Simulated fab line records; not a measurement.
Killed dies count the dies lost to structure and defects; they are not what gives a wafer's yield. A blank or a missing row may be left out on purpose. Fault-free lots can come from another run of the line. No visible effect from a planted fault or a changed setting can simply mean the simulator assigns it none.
Which tool did it? + flow n5_finfet + 10 lots, 30 wafers sampled, at 5 steps of a route of 1938

WHAT EACH GAUGE READ, for each wafer
N5_BEOL_M2_CD_MEAS_35: target cd 18 nm, target cd y 22.2 nm. Usual: cd_nm reads 18.02 nm (standard deviation 0.28).
| lot  | measured     | on        | cd_nm (nm)        | flag |
|------|--------------|-----------|-------------------|------|
| L882 | day 6 16:14  | cd_sem-01 | 18.18 18.35 18.36 |      |
| L883 | day 7 04:26  | cd_sem-01 | 18.11 18.33 18.37 |      |
| L885 | day 7 12:45  | cd_sem-01 | 17.83 17.77 17.83 |      |
| L886 | day 8 09:44  | cd_sem-03 | 17.92 18.51 17.92 |      |
| L890 | day 9 07:27  | cd_sem-03 | 17.69 18.08 17.90 |      |
| L889 | day 9 08:37  | cd_sem-01 | 18.21 18.04 18.27 |      |
| L895 | day 10 22:45 | cd_sem-03 | 18.37 17.90 18.30 |      |
| L896 | day 10 22:49 | cd_sem-02 | 18.11 18.35 17.62 |      |
| L900 | day 11 10:16 | cd_sem-01 | 17.55 17.99 17.83 |      |
| L901 | day 11 18:04 | cd_sem-02 | 18.37 17.86 17.88 |      |

N5_BEOL_M4_RC_MEAS_101. Usual: DIBL_N 36.2 mV/V, standard deviation 1.2; DIBL_P 36.3 mV/V, standard deviation 1.3; IOFF_N 0.155 nA/um, standard deviation 0.019; IOFF_P 0.210 nA/um, standard deviation 0.029; ION_N 677 uA/um, standard deviation 8.6; ION_P 465 uA/um, standard deviation 6.8; SS_N 71.4 mV/dec, standard deviation 0.48; SS_P 73.2 mV/dec, standard deviation 0.53; VT_N 249.9 mV, standard deviation 2.4; VT_P -250 mV, standard deviation 3.2.
| lot  | measured     | on        | DIBL_N (mV/V)  | DIBL_P (mV/V)  | IOFF_N (nA/um)    | IOFF_P (nA/um)    | ION_N (uA/um) | ION_P (uA/um) | SS_N (mV/dec)  | SS_P (mV/dec)  | VT_N (mV)         | VT_P (mV)      | flag |
|------|--------------|-----------|----------------|----------------|-------------------|-------------------|---------------|---------------|----------------|----------------|-------------------|----------------|------|
| L882 | day 7 14:26  | prober-02 | 36.5 36.3 37.5 | 36.8 36.4 37.9 | 0.157 0.153 0.178 | 0.199 0.198 0.220 | 672 673 685   | 464 459 469   | 71.7 71.1 71.9 | 72.9 73.6 72.6 | 250.5 251.6 249.3 | -252 -250 -250 |      |
| L883 | day 8 08:42  | prober-01 | 35.3 36.7 34.3 | 36.5 38.1 35.1 | 0.138 0.162 0.116 | 0.190 0.215 0.163 | 682 675 674   | 470 464 460   | 70.8 72.0 70.3 | 73.2 73.5 72.9 | 250.0 250.2 257.5 | -251 -249 -254 |      |
| L885 | day 8 20:08  | prober-01 | 34.5 34.6 34.0 | 35.1 34.9 34.1 | 0.138 0.140 0.121 | 0.196 0.194 0.177 | 682 670 664   | 470 465 456   | 70.4 70.7 70.3 | 73.4 72.7 72.9 | 250.0 251.1 253.0 | -249 -251 -254 |      |
| L886 | day 9 07:53  | prober-02 | 35.7 37.4 37.0 | 36.0 38.4 37.4 | 0.144 0.182 0.166 | 0.215 0.245 0.222 | 671 678 666   | 463 469 464   | 71.6 70.9 71.0 | 73.4 74.0 73.7 | 251.6 246.6 249.5 | -249 -247 -248 |      |
| L890 | day 10 17:23 | prober-02 | 35.4 36.1 35.5 | 35.1 35.5 35.5 | 0.155 0.165 0.158 | 0.235 0.245 0.257 | 679 683 671   | 473 477 474   | 71.8 71.8 71.6 | 73.3 73.4 73.4 | 247.3 248.0 248.7 | -246 -244 -244 |      |
| L889 | day 10 17:09 | prober-01 | 35.4 36.3 34.9 | 36.0 36.8 35.4 | 0.149 0.161 0.133 | 0.187 0.198 0.178 | 678 689 667   | 464 469 464   | 71.4 71.6 71.3 | 72.9 73.5 73.0 | 248.8 249.3 252.8 | -254 -252 -255 |      |
| L895 | day 12 04:12 | prober-01 | 37.0 35.7 39.4 | 35.5 34.1 38.0 | 0.158 0.138 0.196 | 0.207 0.196 0.252 | 678 683 681   | 463 472 469   | 71.4 71.5 71.9 | 73.4 72.2 73.3 | 250.1 250.8 247.5 | -250 -245 -245 |      |
| L896 | day 12 09:59 | prober-02 | 35.4 34.9 35.6 | 37.3 36.4 37.5 | 0.158 0.147 0.172 | 0.225 0.215 0.238 | 674 675 680   | 462 469 472   | 71.5 71.8 70.5 | 74.0 73.4 73.7 | 251.2 249.0 248.5 | -249 -249 -246 |      |
| L900 | day 12 18:44 | prober-02 | 36.5 35.7 36.0 | 37.6 36.6 37.3 | 0.155 0.142 0.145 | 0.216 0.194 0.219 | 672 676 676   | 464 464 463   | 70.9 71.5 71.8 | 73.4 73.3 73.5 | 250.2 251.9 251.1 | -248 -251 -248 |      |
| L901 | day 12 20:55 | prober-02 | 35.8 35.6 34.0 | 36.8 36.4 34.9 | 0.170 0.158 0.139 | 0.225 0.217 0.197 | 678 681 679   | 472 469 467   | 71.5 71.2 70.5 | 73.3 73.2 73.4 | 245.8 249.6 247.4 | -248 -248 -249 |      |

TOOL THAT RAN EACH LOT (tool first, then ch and the chambers of the sampled wafers, then the start)
| lot  | N5_BEOL_M2_STRIP_36                | N5_BEOL_M2_ANNEAL_49         | N5_BEOL_M2_SPUTTER_86        |
|------|------------------------------------|------------------------------|------------------------------|
| L882 | rie_diel-02 ch 0,1,3, day 6 15:53  | pvd_sputter-02, day 6 17:54  | pvd_sputter-02, day 6 18:29  |
| L883 | rie_diel-04 ch 0,1,2, day 7 04:06  | pvd_sputter-02, day 7 05:16  | pvd_sputter-02, day 7 05:51  |
| L885 | rie_diel-01 ch 0,1,3, day 7 12:23  | pvd_sputter-02, day 7 14:01  | pvd_sputter-02, day 7 14:34  |
| L886 | rie_diel-02 ch 1,2,3, day 8 09:24  | pvd_sputter-03, day 8 10:37  | pvd_sputter-03, day 8 11:11  |
| L890 | rie_diel-02 ch 0,1,2, day 9 07:06  | pvd_sputter-02, day 9 09:17  | pvd_sputter-02, day 9 09:52  |
| L889 | rie_diel-01 ch 1,2,3, day 9 08:08  | pvd_sputter-03, day 9 10:19  | pvd_sputter-03, day 9 10:53  |
| L895 | rie_diel-04 ch 0,1,2, day 10 22:24 | pvd_sputter-02, day 10 23:53 | pvd_sputter-02, day 11 00:28 |
| L896 | rie_diel-01 ch 0,1,2, day 10 22:28 | pvd_sputter-03, day 11 00:03 | pvd_sputter-03, day 11 00:38 |
| L900 | rie_diel-02 ch 1,2, day 11 09:55   | pvd_sputter-03, day 11 12:35 | pvd_sputter-03, day 11 13:10 |
| L901 | rie_diel-01 ch 1,3, day 11 17:43   | pvd_sputter-01, day 11 20:17 | pvd_sputter-01, day 11 20:52 |
- N5_BEOL_M2_STRIP_36: strips in N2/H2.
- N5_BEOL_M2_ANNEAL_49: time 240 s.
- N5_BEOL_M2_SPUTTER_86: material Cu, target thk 4.5 nm, time 8.29 s.

AS READ BY THE TOOLS THEMSELVES (means over the sampled wafers that have a number; for cases with no such wafer, the mark the record gives instead)
N5_BEOL_M2_STRIP_36. Usual: drypump_motor_current_A 5.6 A, standard deviation 0.36; oes_product_au 0.80 a.u., standard deviation 0.078; rf_vpp_V 59.4 V, standard deviation 1.4; showerhead_plenum_p_Torr 2.58 Torr, standard deviation 0.071; throttle_valve_pct 23.61 %, standard deviation 0.22.
| lot  | tool        | drypump_motor_current_A (A) | oes_product_au (a.u.) | rf_vpp_V (V) | showerhead_plenum_p_Torr (Torr) | throttle_valve_pct (%) | flag |
|------|-------------|-----------------------------|-----------------------|--------------|---------------------------------|------------------------|------|
| L882 | rie_diel-02 | 5.2                         | 0.76                  | 59.2         | 2.61                            | 23.77                  |      |
| L883 | rie_diel-04 | 5.5                         | 0.84                  | 57.8         | 2.53                            | 23.64                  |      |
| L885 | rie_diel-01 | 5.6                         | 0.82                  | 59.1         | 2.59                            | 23.53                  |      |
| L886 | rie_diel-02 | 5.1                         | 0.76                  | 58.1         | 2.57                            | 23.55                  |      |
| L890 | rie_diel-02 | 5.3                         | 0.74                  | 59.7         | 2.57                            | 23.81                  |      |
| L889 | rie_diel-01 | 5.9                         | 0.81                  | 59.2         | 2.59                            | 23.51                  |      |
| L895 | rie_diel-04 | 5.5                         | 0.81                  | 59.3         | 2.51                            | 23.68                  |      |
| L896 | rie_diel-01 | 5.8                         | 0.79                  | 60.7         | 2.65                            | 23.54                  |      |
| L900 | rie_diel-02 | 5.0                         | 0.78                  | 60.1         | 2.54                            | 23.70                  |      |
| L901 | rie_diel-01 | 5.8                         | 0.73                  | 58.3         | 2.56                            | 23.66                  |      |

N5_BEOL_M2_ANNEAL_49. Usual: heater_power_w 799 W, standard deviation 100; susceptor_temp_C 400.00 C, standard deviation 0.21.
| lot  | tool           | heater_power_w (W) | susceptor_temp_C (C) | flag |
|------|----------------|--------------------|----------------------|------|
| L882 | pvd_sputter-02 | 770                | 400.18               |      |
| L883 | pvd_sputter-02 | 789                | 400.13               |      |
| L885 | pvd_sputter-02 | 843                | 399.97               |      |
| L886 | pvd_sputter-03 | 868                | 399.87               |      |
| L890 | pvd_sputter-02 | 843                | 399.93               |      |
| L889 | pvd_sputter-03 | 849                | 399.81               |      |
| L895 | pvd_sputter-02 | 755                | 399.79               |      |
| L896 | pvd_sputter-03 | 834                | 400.17               |      |
| L900 | pvd_sputter-03 | -                  | -                    | OFF  |
| L901 | pvd_sputter-01 | -                  | -                    | OFF  |

N5_BEOL_M2_SPUTTER_86. Usual: throttle_valve_pct reads 30.3 % (standard deviation 1.1).
| lot  | tool           | throttle_valve_pct (%) | flag |
|------|----------------|------------------------|------|
| L882 | pvd_sputter-02 | 30.4                   |      |
| L883 | pvd_sputter-02 | 30.9                   |      |
| L885 | pvd_sputter-02 | 31.1                   |      |
| L886 | pvd_sputter-03 | 29.4                   |      |
| L890 | pvd_sputter-02 | 30.6                   |      |
| L889 | pvd_sputter-03 | 29.9                   |      |
| L895 | pvd_sputter-02 | 30.2                   |      |
| L896 | pvd_sputter-03 | 31.3                   |      |
| L900 | pvd_sputter-03 | 30.5                   |      |
| L901 | pvd_sputter-01 | 29.2                   |      |

THE ANSWER, worked out from the rows above alone
Rule: lot off if the mean of its wafers having a number is beyond 3 standard deviations from the usual mean. A lot without any number at a reading at which 4 lots or more have one is off too. Any other lot the step has rows for is counted as sound. After the gauges, taken in route order, come the tools' own readings; for these a lot's mean is taken, as printed above. At the first step where some lot is off, the reading lying furthest off is the one used; lots without a number count as furthest.
Off: L900, L901 (N5_BEOL_M2_ANNEAL_49, heater_power_w). Without a number there: L900, L901.
If a tool, at that step or one of the process steps before it, ran each lot that is off and ran no sound lot following the first of them, it fits. Of those tried, none fits.

WHAT THE SIMULATOR PUT IN
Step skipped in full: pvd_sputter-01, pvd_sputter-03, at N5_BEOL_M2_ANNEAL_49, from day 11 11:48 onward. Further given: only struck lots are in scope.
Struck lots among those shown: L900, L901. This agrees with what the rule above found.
